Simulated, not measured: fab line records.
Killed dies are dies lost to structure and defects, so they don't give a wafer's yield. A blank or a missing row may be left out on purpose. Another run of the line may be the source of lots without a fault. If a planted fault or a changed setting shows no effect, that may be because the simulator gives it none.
A struck lot beside a sound one / flow n5 finfet / 22 out of 1938 route steps
Sound: wafers L162.1, L162.4, L162.5. Struck: wafers L166.3, L166.4, L166.5. Last of all comes the cause.
Order at every step that has rows: each side's tool, ch and its chambers, its first start. Under that, the readings that differ: sound wafers / struck wafers / difference of the means / sigmas: that difference in standard deviations of wafers without a fault.
alike: a reading whose means differ by less than 2 such deviations, as well as words and numbers matching on both sides. not compared: withheld readings; readings where some wafer has no value; bounds like >300 that might hide an equal value; numbers whose values overlap and for which the record gives no deviation.
A row with sigmas, a row that says differs or no value, or rows on one side alone: a step with any of these is where the two part. When numbers do not overlap yet have no deviation, they are printed without sigmas and do not part them. A reading missing from all wafers of one side parts the sides only when that side holds two or more wafers.

first, 7 steps without rows for these wafers: N5_BEOL_M2_COAT_73 (time 60 s, resist thk 5 nm); N5_BEOL_M2_COAT_05 (resist thk 30 nm); N5_BEOL_M2_EBR_07; N5_BEOL_M2_SOFTBAKE_06 (time 60 s); N5_BEOL_M2_EXPOSE_08 (exposes mask M2); N5_BEOL_M2_PEB_09 (peb time 60 s); N5_BEOL_M2_DEVELOP_10 (develop time 30 s).
N5_BEOL_M2_CD_MEAS_11: the cd target is 16.79 nm.
  sound on cd sem-03 ch 0, day 8 03:40; struck on cd sem-03 ch 0, day 8 10:27
  alike: cd nm
N5_BEOL_M2_OVL_MEAS_12:
  sound on overlay-01 ch 0, day 8 03:41; struck on overlay-01 ch 0, day 8 10:29
  alike: M2_OVL
N5_BEOL_M2_INSPECT_13: inspects for defects (brightfield).
  sound on defect inspect-02, day 8 03:45; struck on defect inspect-01, day 8 10:32
  alike: raw defect count
N5_BEOL_M2_DESCUM_16: chemistry O2, time 7 s.
  sound on rie diel-06 ch 0,2, day 8 04:50; struck on rie diel-05 ch 1,2,3, day 8 10:34
  alike: drypump motor current A, o2 flow sccm, oes product au, rf fwd power W, rf vpp V, showerhead plenum p Torr, throttle valve pct
  not compared: rf hours counter h
N5_BEOL_M2_ETCH_74: etches underlayer in N2/H2, target depth 6.5 nm, time 5.2 s.
  sound on rie diel-06 ch 0,2, day 8 04:52; struck on rie diel-05 ch 1,2,3, day 8 10:36
  alike: bias w, chamber pressure mTorr, drypump motor current A, etch rf on time s, oes product au, rf fwd power W, rf vpp V, showerhead plenum p Torr, throttle valve pct
  not compared: rf hours counter h
N5_BEOL_M2_ETCH_63: etches SiARC in CF4, target depth 15.6 nm, time 26 s.
  sound on rie diel-06 ch 0,2, day 8 04:53; struck on rie diel-05 ch 1,2,3, day 8 10:37
  no value came back on the struck wafers for any of 9 readings (bias w (W), cf4 flow sccm (sccm) and others); on the sound wafers bias w (W) reads 36.14 35.98 36.07
  not compared: rf hours counter h
N5_BEOL_M2_ETCH_64: etches SOC in N2/H2, target depth 75 nm, overetch 22.5 nm, time 121.9 s.
  sound on rie diel-06 ch 0,2, day 8 04:55; struck on rie diel-05 ch 1,2,3, day 8 10:39
reading=oes product au (a.u.); sound=0.57 0.66 0.57; struck=0.26 0.33 0.33; difference=-0.29; sigmas=-5
  alike: bias w, chamber pressure mTorr, drypump motor current A, rf fwd power W, rf vpp V, showerhead plenum p Torr, throttle valve pct
  not compared: rf hours counter h
then, 2 steps without rows for these wafers: N5_BEOL_M2_STRIP_65 (strips in N2/H2); N5_BEOL_M2_STRIP_75 (strips in N2/H2).
N5_BEOL_M2_STRIP_66: strips in CF4.
  sound on rie diel-06 ch 0,2, day 8 05:02; struck on rie diel-05 ch 1,2,3, day 8 10:47
  alike: drypump motor current A, oes product au, rf fwd power W, rf vpp V, showerhead plenum p Torr, throttle valve pct
  not compared: rf hours counter h
N5_BEOL_M2_HM_OPEN_17: chemistry Cl2/BCl3, target TiN, target depth 20 nm, overetch 6 nm.
  sound on rie metal-03 ch 0,1, day 8 05:05; struck on rie metal-01 ch 0,1, day 8 10:51
reading=oes product au (a.u.); sound=0.72 0.77 0.76; struck=0.35 0.23 0.22; difference=-0.48; sigmas=-6
  alike: drypump motor current A, rf fwd power W, throttle valve pct
  not compared: rf hours counter h
N5_BEOL_M2_STRIP_19: strips in O2.
  sound on rie diel-06 ch 0,1,2, day 8 05:13; struck on rie diel-06 ch 0,2, day 8 10:58
  alike: drypump motor current A, o2 flow sccm, oes product au, rf vpp V, showerhead plenum p Torr, throttle valve pct
  not compared: rf hours counter h
N5_BEOL_M2_CD_MEAS_18: pitch 36 nm, target cd 18 nm.
  sound on cd sem-03, day 8 05:16; struck on cd sem-01, day 8 11:02
reading=cd nm (nm); sound=17.8 18.2 18.3; struck=- - -; difference=no value on the struck wafers; sigmas=
then, 1 step without rows for these wafers: N5_BEOL_M2_COAT_67 (time 60 s, resist thk 60 nm).
N5_BEOL_M4_RC_MEAS_101:
  the record has rows for the sound wafers here (prober-01 ch 0, day 9 14:26) and none for the struck ones

== WHERE THEY PART ==
Last at N5_BEOL_M4_RC_MEAS_101 as far as this record goes, first at N5_BEOL_M2_ETCH_63.

WHY: the cause the simulator had injected
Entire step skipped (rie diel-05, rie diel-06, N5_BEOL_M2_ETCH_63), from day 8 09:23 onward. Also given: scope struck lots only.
